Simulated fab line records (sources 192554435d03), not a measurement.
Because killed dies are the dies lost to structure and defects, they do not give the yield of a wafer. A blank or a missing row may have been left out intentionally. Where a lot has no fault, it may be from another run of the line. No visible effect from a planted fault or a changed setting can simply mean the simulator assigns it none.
The same fault as seen by 3 desks ; flow n5_finfet ; each desk holds nothing but its own numbers, with what lay behind them at the end

## THE DEFECT DESK
Per lot, the means of the sampled wafers with a number show what the inspections along the route counted. The brackets show how far a lot's mean lies from the usual mean; more than 4 standard deviations puts the lot out of limits, marked OUT.
Columns: A = raw_defect_count at N5_HKMG_FIN_INSPECT_28, usual 43
lot;first seen here;A
L551;day 5 09:28;57
L553;day 5 19:14;36
L560;day 7 14:34;44
L561;day 7 20:56;46
L562;day 8 03:37;42
L566;day 9 03:14;21
L567;day 9 09:52;89
Result from this desk: across the 7 lots, nothing is out of limits.

## METROLOGY DESK
Means of the sampled wafers that have a number, per lot and without regard to the tool the lot ran on: this is what the gauges read. The brackets show how far a lot's mean lies from the usual mean; more than 4 standard deviations puts the lot out of limits, marked OUT. Of its 10 readings 7 are shown: those that lie furthest out on some lot.
Columns: A = DIBL_P at N5_BEOL_M4_RC_MEAS_101, usual 36.1 mV/V; B = IOFF_N at N5_BEOL_M4_RC_MEAS_101, usual 0.16 nA/um; C = IOFF_P at N5_BEOL_M4_RC_MEAS_101, usual 0.22 nA/um; D = ION_N at N5_BEOL_M4_RC_MEAS_101, usual 675 uA/um; E = SS_N at N5_BEOL_M4_RC_MEAS_101, usual 71.5 mV/dec; F = VT_N at N5_BEOL_M4_RC_MEAS_101, usual 250 mV; G = VT_P at N5_BEOL_M4_RC_MEAS_101, usual -249 mV
lot;first seen here;A;B;C;D;E;F;G
L551;day 9 07:36;33.7;0.10;0.15;650;70.7;256;-254
L553;day 9 13:59;36.4;0.16;0.23;677;71.6;250;-248
L560;day 11 16:01;39.8;0.20;0.26;687;72.5;246;-247
L561;day 11 22:25;34.3;0.14;0.20;673;71.1;249;-248
L562;day 12 00:11;38.9;0.21;0.26;695;72.5;246;-247
L566;day 13 05:05;37.1;0.17;0.22;677;72.0;251;-250
L567;day 13 09:29;32.9;0.14;0.19;669;71.4;252;-251
Result from this desk: across the 7 lots, nothing is out of limits.

## FOR THE TOOL OWNER'S DESK: rie_metal-02
The tool's own readings at N5_GATE_CUT_ETCH_56 (etches TiN in Cl2/Ar, target depth 21.6 nm): means of the sampled wafers that have a number, for each lot that ran on this tool. The brackets show how far a lot's mean lies from the usual mean; more than 4 standard deviations puts the lot out of limits, marked OUT.
Columns: A = drypump_motor_current_A at N5_GATE_CUT_ETCH_56, usual 5.8 A; B = mfc_cl2_sccm at N5_GATE_CUT_ETCH_56, usual 40.00 sccm; C = oes_product_au at N5_GATE_CUT_ETCH_56, usual 0.73 a.u.; D = rf_fwd_power_W at N5_GATE_CUT_ETCH_56, usual 594.9 W; E = throttle_valve_pct at N5_GATE_CUT_ETCH_56, usual 20.6 %
lot;first seen here;A;B;C;D;E
L553;day 5 19:23;5.6;40.04;0.85;595.3;20.2
L560;day 7 14:43;5.3;30.79 (-77) OUT;0.78;596.3;19.1 (-4.1) OUT
L561;day 7 21:05;5.6;30.78 (-77) OUT;0.80;596.0;19.1 (-4.1) OUT
L562;day 8 03:46;5.9;30.82 (-77) OUT;0.82;593.1;19.1 (-4.1) OUT
This desk's verdict: out of limits on L560, L561, L562, starting with L560 at day 7 14:43 (mfc_cl2_sccm at N5_GATE_CUT_ETCH_56). Within limits: L553.

## PUT TOGETHER
The tool owner's desk could have raised an alarm at day 7 14:43, on L560, L561, L562.
Nothing the defect desk looked at was out of limits.
Nothing out of limits was seen by the metrology desk.
The defect desk has L560, L561, L562 on record, within its limits.
The metrology desk has L560, L561, L562 on record, within its limits.
On rie_metal-02, each named lot ran N5_GATE_CUT_ETCH_56.

## WHAT HAD BEEN PUT IN BY THE SIMULATOR
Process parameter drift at N5_GATE_CUT_ETCH_56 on rie_metal-02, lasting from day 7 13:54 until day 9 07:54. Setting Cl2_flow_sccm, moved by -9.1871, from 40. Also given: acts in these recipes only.
Lots struck among those shown: L560, L561, L562.
Time in hours from fault onset to the first out-of-limits reading at each desk: the tool owner's desk, 1.
